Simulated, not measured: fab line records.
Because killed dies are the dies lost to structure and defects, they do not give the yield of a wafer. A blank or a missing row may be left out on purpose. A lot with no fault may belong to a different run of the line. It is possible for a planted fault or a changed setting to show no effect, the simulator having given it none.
A lot that was struck, set against a sound lot + flow n5_finfet + 38 out of 1938 route steps
Sound: these wafers, L727.1, L727.2, L727.4. Wafers struck: L725.1, L725.4, L725.5. Last of all comes the cause.
At each step with rows: each side's tool, then ch and its chambers, then its first start. Under that, the readings that differ: sound wafers + struck wafers + difference of the means + sigmas: that difference in standard deviations of wafers without a fault.
alike: same words and numbers on both sides, and readings whose means sit less than 2 such deviations apart. not compared: any withheld reading, any reading some wafer has no value for, any bound like >300 that may hide the same value, and any number with overlapping values for which the record gives no deviation.
The two part at a step that has a row with sigmas, a row that says differs or no value, or rows on one side only. Non-overlapping numbers with no deviation appear without sigmas and do not part them. Lack of a reading on every wafer of one side parts them only where that side has two or more wafers.

first, 9 steps without rows for these wafers: N5_BEOL_M4_ANNEAL_95 (time 240 s); N5_BEOL_M4_SPUTTER_96 (material Cu, target thk 4.5 nm, time 8.29 s); N5_BEOL_M4_ECD_50 (material Cu, target thk 300 nm); N5_BEOL_M4_ANNEAL_51 (time 90 s); N5_BEOL_M4_CMP_52 (polishes, stops on SiOC, t overpolish 6.8 s, target thk 40 nm); N5_BEOL_M4_PRE_CLEAN_60 (time 15 s); N5_BEOL_M4_CO_CAP_55 (material Co, precursor CCTBA/H2, target thk 2 nm, time 102.1 s); N5_BEOL_M4_PRE_CLEAN_56 (time 15 s); N5_BEOL_M4_DEP_57 (deposits SiCN from 3MS/NH3, target thk 8 nm, time 14 s).
N5_BEOL_M4_RC_MEAS_101:
  sound on prober-01 ch 0, day 13 15:07; struck on prober-01 ch 0, day 12 15:10
  alike: DIBL_N, DIBL_P, IOFF_N, IOFF_P, ION_N, ION_P, SS_N, SS_P, VT_N, VT_P
then, 24 steps without rows for these wafers: N5_BEOL_M5_ILD_DEP_00 (deposits SiCOH lowk from DEMS/porogen, target thk 140.64 nm, time 25.9 s); N5_BEOL_M5_CURE_79 (cures SiCOH lowk, time 240 s); N5_BEOL_M5_PECVD_70 (deposits SiO2 from TEOS/O2, target thk 16 nm, time 18 s); N5_BEOL_M5_HM_DEP_02 (deposits TiN, target thk 20 nm); N5_BEOL_M5_COAT_59 (time 60 s, resist thk 60 nm); N5_BEOL_M5_COAT_60 (time 60 s, resist thk 12 nm); N5_BEOL_M5_COAT_71 (time 60 s, resist thk 5 nm); N5_BEOL_M5_COAT_05 (resist thk 30 nm); N5_BEOL_M5_EBR_07; N5_BEOL_M5_SOFTBAKE_06 (time 60 s); N5_BEOL_M5_EXPOSE_08 (exposes mask M5, target cd 28 nm); N5_BEOL_M5_PEB_09 (peb time 60 s); N5_BEOL_M5_DEVELOP_10 (develop time 30 s); N5_BEOL_M5_DESCUM_16 (chemistry O2, time 7 s); N5_BEOL_M5_ETCH_72 (etches underlayer in N2/H2, target depth 6.5 nm, time 5.2 s); N5_BEOL_M5_ETCH_61 (etches SiARC in CF4, target depth 15.6 nm, time 26 s); N5_BEOL_M5_ETCH_62 (etches SOC in N2/H2, target depth 75 nm, overetch 15 nm, time 112.5 s); N5_BEOL_M5_STRIP_63 (strips in N2/H2); N5_BEOL_M5_STRIP_73 (strips in N2/H2); N5_BEOL_M5_STRIP_64 (strips in CF4); N5_BEOL_M5_HM_OPEN_17 (chemistry Cl2/BCl3, target TiN, target depth 20 nm, overetch 6 nm); N5_BEOL_M5_STRIP_19 (strips in O2); N5_BEOL_M5_COAT_65 (time 60 s, resist thk 60 nm); N5_BEOL_M5_COAT_66 (time 60 s, resist thk 12 nm).
N5_BEOL_M5_TRENCH_ETCH_37: etches SiCOH lowk in C4F6/O2, target depth 71.652 nm, time 24.7 s.
  sound on rie_diel-01 ch 0,1,3, day 14 00:31; struck on rie_diel-01 ch 0,1, day 12 21:53
  no value came back on the struck wafers for any of 8 readings (C4F6_flow_sccm (sccm), O2_flow_sccm (sccm) and others); on the sound wafers C4F6_flow_sccm (sccm) reads 9.96 10.01 9.99
| reading                                    | sound          | struck         | difference | sigmas |
|--------------------------------------------|----------------|----------------|------------|--------|
| model.TiN_of_BEOL_M5_HM_DEP_02.thk_nm (nm) | 17.6 17.8 17.8 | 19.6 19.6 19.8 | +1.9       |        |
N5_BEOL_M5_OCD_MEAS_38:
  sound on ocd-02, day 14 00:40; struck on ocd-01, day 12 22:03
| reading              | sound          | struck  | difference | sigmas |
|----------------------|----------------|---------|------------|--------|
| trench_depth_nm (nm) | 72.0 70.7 70.4 | 0 0.1 0 | -71        | -55    |
N5_BEOL_M5_CMP_52: polishes, stops on SiCOH lowk, t overpolish 6.9 s, target thk 62 nm.
  sound on cmp-01 ch 1,2,3, day 14 09:03; struck on cmp-03 ch 0,2,3, day 13 05:36
| reading                                | sound          | struck    | difference | sigmas |
|----------------------------------------|----------------|-----------|------------|--------|
| model.Cu_of_BEOL_M5_ECD_50.thk_nm (nm) | 62.4 62.2 59.6 | 1.2 0.6 1 | -60.5      |        |
  alike: clearing_platen_rpm, motor_current_A, slurry_filter_dp_kPa
-- the record jumps here: 4 days lie between the struck wafers' starts before and after (it left off in module BEOL_M5 and takes up again in module PASSIVATION, whose first step shown is number 1936 of the route) --
N5_PASSIVATION_PROBE_49:
  only the struck wafers here have rows in the record (prober-02, day 17 01:13); the sound ones have none

WHERE THEY PART
At N5_BEOL_M5_TRENCH_ETCH_37 first; at N5_PASSIVATION_PROBE_49 last (within this record only).

WHY: what the simulator had put in
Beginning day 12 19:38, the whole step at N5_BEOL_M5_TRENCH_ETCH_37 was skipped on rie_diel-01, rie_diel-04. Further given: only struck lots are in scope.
